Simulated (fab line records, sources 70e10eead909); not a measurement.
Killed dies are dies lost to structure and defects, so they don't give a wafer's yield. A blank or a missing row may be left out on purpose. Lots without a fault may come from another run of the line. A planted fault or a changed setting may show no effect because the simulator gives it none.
fab line records | flow nand_harc
record lots=6 wafers=18 last_day=33
route steps=1302 shown A_ZERO_WELL@406 A_SOURCE_PLATE@413 END@1302
lots that met no fault: from a run of the same line without faults
start_h: hours from the record's first day to the start of the lot's first wafer shown | wait_h: hours since the lot's step before | " the same as in the row above | L1.1+2: a row that stands for several wafers | - no value, or no start given | * or withheld: withheld | < > ~ a bound
route shown NAME@n: a module of which the file shows steps, and the number in the route of the first | usual: mean/standard deviation of fault-free wafers | same: alike in all rows | chamber/n: place in a boat | sites: the reading at each site | _std_site: their standard deviation | _edge_site: outer sites' mean less inner sites' | radius_mm: how far each site lies from the wafer's centre | mask NAME#n: copy n | behind: the tool/chamber that last shaped the wafer | hold: why the lot was held/for how many hours/how that ended | device: the transistor (n, p or np) that didn't switch | end of line: the same wafers' tests at the end of the route | a step without rows: its recipe alone | killed: dies lost to structure and defects at the first sort, not the wafer's yield | map: a wafer's dies, x killed, . not, _ none there
set.NAME: the setting as run; set.NAME@STEP: as run at that earlier step | model.NAME: the simulator's own value behind a step, which no gauge read
lots at some steps of the route; a table a step, a row a wafer
services: from which hour (start_h, from the record's first day; less than 0 if before it) a tool's chamber was out of use, for how many hours, and why
## steps
# step NHARC_A_ZERO_WELL_STRIP_14
# recipe time_s=900 temp_c=130 chemistry=SPM
# step NHARC_A_ZERO_WELL_IMPLANT_15
# recipe energy_kev=150 dose_cm2=1e+13 tilt_deg=7
# step NHARC_A_ZERO_WELL_PRECLEAN_22
# recipe time_s=60 temp_c=50 bath_age_min=0 chemistry=SC1
# step NHARC_A_ZERO_WELL_SRD_23
# step NHARC_A_ZERO_WELL_RTA_16
# recipe temp_c=1000 time_s=10
# usual lamp_power_pct=28.2/1.7 wafer_temp_C_max=1003.2/0.82
# columns lot.wafer tool chamber start_h wait_h lamp_power_pct wafer_temp_C_max
L170.3 rtp_anneal-02 0 207.45 - 29.8 1003.3
L170.4 " 0 " " 29.8 1003.4
L170.6 " 0 " " 29.8 1003.8
L173.1 rtp_anneal-02 0 251.23 - 29.9 1004.1
L173.3 " 0 " " 29.9 1002.8
L173.4 " 0 " " 29.9 1004.0
L174.1 rtp_anneal-02 0 258.32 - 29.9 1002.7
L174.2 " 0 " " 29.9 1003.2
L174.6 " 0 " " 29.9 1002.6
L175.1 rtp_anneal-01 0 260.47 0.1 26.5 1003.2
L175.2 " 0 " " 26.5 1003.8
L175.4 " 0 " " 26.5 1002.5
L177.1 rtp_anneal-01 0 288.00 - 26.5 1003.6
L177.2 " 0 " " 26.5 1004.1
L177.3 " 0 " " 26.5 1003.3
L184.3 rtp_anneal-01 0 362.55 - 26.5 1002.6
L184.4 " 0 " " 26.5 1002.4
L184.6 " 0 " " 26.5 1002.7
# step NHARC_A_ZERO_WELL_INSPECT_17
# usual raw_defect_count=10/4.6
# columns lot.wafer tool chamber start_h wait_h raw_defect_count
L170.3 defect_inspect-01 - 207.59 0.1 9
L170.4 " - " " 16
L170.6 " - " " 9
L173.1 defect_inspect-01 - 251.43 0.2 9
L173.3 " - " " 13
L173.4 " - " " 10
L174.1 defect_inspect-02 - 258.52 0.2 6
L174.2 " - " " 6
L174.6 " - " " 6
L175.1 defect_inspect-01 - 260.67 0.2 6
L175.2 " - " " 10
L175.4 " - " " 5
L177.1 defect_inspect-02 - 288.20 0.2 10
L177.2 " - " " 7
L177.3 " - " " 14
L184.3 defect_inspect-01 - 362.69 0.1 12
L184.4 " - " " 3
L184.6 " - " " 7
# step NHARC_A_SOURCE_PLATE_PRECLEAN_00
# recipe time_s=60 chemistry=HF-LAST
# step NHARC_A_SOURCE_PLATE_SRD_01
# step NHARC_A_SOURCE_PLATE_OXIDE_02
# recipe target_thk_a=100 temp_c=900 ox_time_s=1362 material=SiO2
# step NHARC_A_SOURCE_PLATE_THK_MEAS_09
# recipe thk_meas_gauge=ellipsometry
# usual thk_nm=9.8/0.98
# columns lot.wafer tool chamber start_h wait_h thk_nm
L170.3 film_metro-01 - 211.89 0.4 10.4
L170.4 " - " " 9.2
L170.6 " - " " 8.3
L173.1 film_metro-02 - 258.21 0.4 9.1
L173.3 " - " " 10.2
L173.4 " - " " 10.0
L175.1 film_metro-02 - 266.03 0.4 10.9
L175.2 " - " " 9.9
L175.4 " - " " 9.5
L174.1 film_metro-01 - 266.03 0.4 9.2
L174.2 " - " " 8.9
L174.6 " - " " 10.0
L177.1 film_metro-02 - 297.46 0.4 9.8
L177.2 " - " " 8.8
L177.3 " - " " 9.2
L184.3 film_metro-02 - 369.06 0.4 10.4
L184.4 " - " " 8.5
L184.6 " - " " 10.5
# step NHARC_A_SOURCE_PLATE_PVD_04
# recipe target_thk_a=500 material=WSi2
# step NHARC_A_SOURCE_PLATE_CVD_03
# recipe target_thk_a=2000 temp_c=620 pressure_mtorr=200 time_s=4000 material=poly-Si
# usual spike_tc_bottom_C=642/3.2 spike_tc_centre_C=621.5/1.7 spike_tc_lower_C=620.2/1.1 spike_tc_top_C=640.7/1.4 spike_tc_upper_C=620.7/1.2 tube_center_temp_C=619.99/0.062 zone_power_top_pct=18.7/0.73 zone_power_upper_pct=8.30/0.095
# columns lot.wafer tool chamber start_h wait_h spike_tc_bottom_C spike_tc_centre_C spike_tc_lower_C spike_tc_top_C spike_tc_upper_C tube_center_temp_C zone_power_top_pct zone_power_upper_pct
L170.3 lpcvd_poly-01 0 214.45 - 647 621.7 619.6 641.5 621.6 620.09 19.4 8.29
L170.4 " 0 " " 645 620.7 617.8 642.0 622.2 619.87 19.1 8.23
L170.6 " 0 " " 647 621.5 620.6 641.0 620.1 620.02 18.7 8.23
L173.1 lpcvd_poly-02 0 260.80 - 641 618.7 619.6 641.7 620.9 619.94 16.7 8.52
L173.3 " 0 " " 642 620.4 619.9 641.6 619.2 620.07 17.0 8.52
L173.4 " 0 " " 642 619.9 620.2 642.8 619.4 619.98 16.7 8.31
L174.1 lpcvd_poly-04 0 268.60 - 655 635.6 634.9 652.3 635.7 620.01 19.4 8.63
L174.2 " 0 " " 651 637.9 635.8 652.1 636.3 619.97 19.4 8.59
L174.6 " 0 " " 653 637.4 634.1 651.8 633.6 620.03 19.7 8.66
L175.1 lpcvd_poly-04 0 268.60 - 653 636.3 631.9 653.2 634.5 620.09 19.6 8.69
L175.2 " 0 " " 652 636.0 633.8 653.1 632.9 619.97 19.4 8.68
L175.4 " 0 " " 653 635.7 632.3 653.0 633.1 619.83 19.1 8.69
L177.1 lpcvd_poly-01 0 299.94 - 644 620.8 618.7 641.3 620.3 620.06 19.3 8.23
L177.2 " 0 " " 648 620.4 619.4 640.2 620.1 619.88 19.0 8.18
L177.3 " 0 " " 645 619.7 620.0 643.7 620.3 619.96 19.4 8.38
L184.3 lpcvd_poly-04 0 371.63 - 638 623.7 621.0 640.0 622.2 619.92 18.6 8.38
L184.4 " 0 " " 639 624.3 619.5 637.4 619.2 619.96 18.9 8.19
L184.6 " 0 " " 639 626.0 620.0 639.3 619.9 620.03 18.6 8.29
# step NHARC_A_SOURCE_PLATE_ANNEAL_05
# recipe temp_c=850 time_s=1800
# step NHARC_A_SOURCE_PLATE_THK_MEAS_06
# recipe thk_meas_gauge=ellipsometry
# usual thk_nm=200.1/2.2
# columns lot.wafer tool chamber start_h wait_h hold thk_nm
L170.3 film_metro-02 - 224.75 0.4 - 199.3
L170.4 " - " " - 199.1
L170.6 " - " " - 199.1
L173.1 film_metro-02 - 270.81 0.4 - 195.8
L173.3 " - " " - 196.6
L173.4 " - " " - 195.5
L175.1 film_metro-01 - 280.62 0.4 await_dispo/0.2h/release 270.0
L175.2 " - " " await_dispo/0.2h/release 273.7
L175.4 " - " " await_dispo/0.2h/release 276.0
L175.1 film_metro-01 - 280.79 0.2 - 271.5
L175.2 " - " " - 271.9
L175.4 " - " " - 274.3
L174.1 film_metro-02 - 280.62 0.4 await_dispo/0.2h/release 271.6
L174.2 " - " " await_dispo/0.2h/release 272.0
L174.6 " - " " await_dispo/0.2h/release 270.6
L174.1 film_metro-02 - 280.79 0.2 - 270.9
L174.2 " - " " - 272.2
L174.6 " - " " - 270.4
L177.1 film_metro-02 - 312.45 0.4 - 202.6
L177.2 " - " " - 203.9
L177.3 " - " " - 199.0
L184.3 film_metro-01 - 382.01 0.4 - 203.3
L184.4 " - " " - 202.9
L184.6 " - " " - 202.8
# step NHARC_END_SORT_01
# recipe temp_c=25
# usual killed_at_array=56/17 killed_at_other=0.9/1.2 killed_at_periphery=3.9/2.5 killed_dies=61/17 killed_open=3.2/1.8 killed_short=2.7/1.7
# same gross_dies=677
# columns lot.wafer tool chamber start_h wait_h killed_at_array killed_at_other killed_at_periphery killed_dies killed_open killed_short
L174.2 prober-01 0 681.16 2.8 63 0 6 69 4 5
# killed by level:class
L174.2 A_SLIT:chamber_film_flake=36 A_CHANNEL_HOLE_D2:chamber_film_flake=11 A_CONTACT:chamber_film_flake=6 A_ONON_D1:geometric_particle:open=2 A_WL_FILL:geometric_particle:short=2 P_STI:chamber_film_flake=2 A_CHANNEL_HOLE_D1:chamber_film_flake=2 P_GATE:geometric_particle:short=1
## services
# columns tool chamber start_h hours kind
lpcvd_poly-02 - 206.00 26.0 pm
## key
first_sign step=NHARC_A_SOURCE_PLATE_CVD_03 reading=spike_tc_lower_C direction=up sigmas=13 usual=620.2 struck=633.8
effect step=NHARC_A_SOURCE_PLATE_CVD_03 reading=spike_tc_upper_C direction=up sigmas=11 usual=620.7 struck=634.3
effect step=NHARC_A_SOURCE_PLATE_THK_MEAS_06 reading=visit direction=added
effect step=NHARC_A_SOURCE_PLATE_THK_MEAS_06 reading=thk_nm direction=up sigmas=33 usual=200.1 struck=272.3
met_at NHARC_A_SOURCE_PLATE_CVD_03
struck_wafers L174.1,L174.2,L174.6,L175.1,L175.2,L175.4
tester_left_out L174,L175
fault kind=process_parameter_drift tool=lpcvd_poly-04 chamber=- onset_h=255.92 steps=NHARC_A_SOURCE_PLATE_CVD_03 channel=temp_c offset=* shape=step end_h=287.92 acts_in=* stated=*
# tester_left_out: of these lots the tester's yield and bins aren't shown, on N5 and GAA mostly nor the transistor test; their killed dies are dies lost to structure and defects alone, not to doping, threshold or leakage, so they don't give the yield
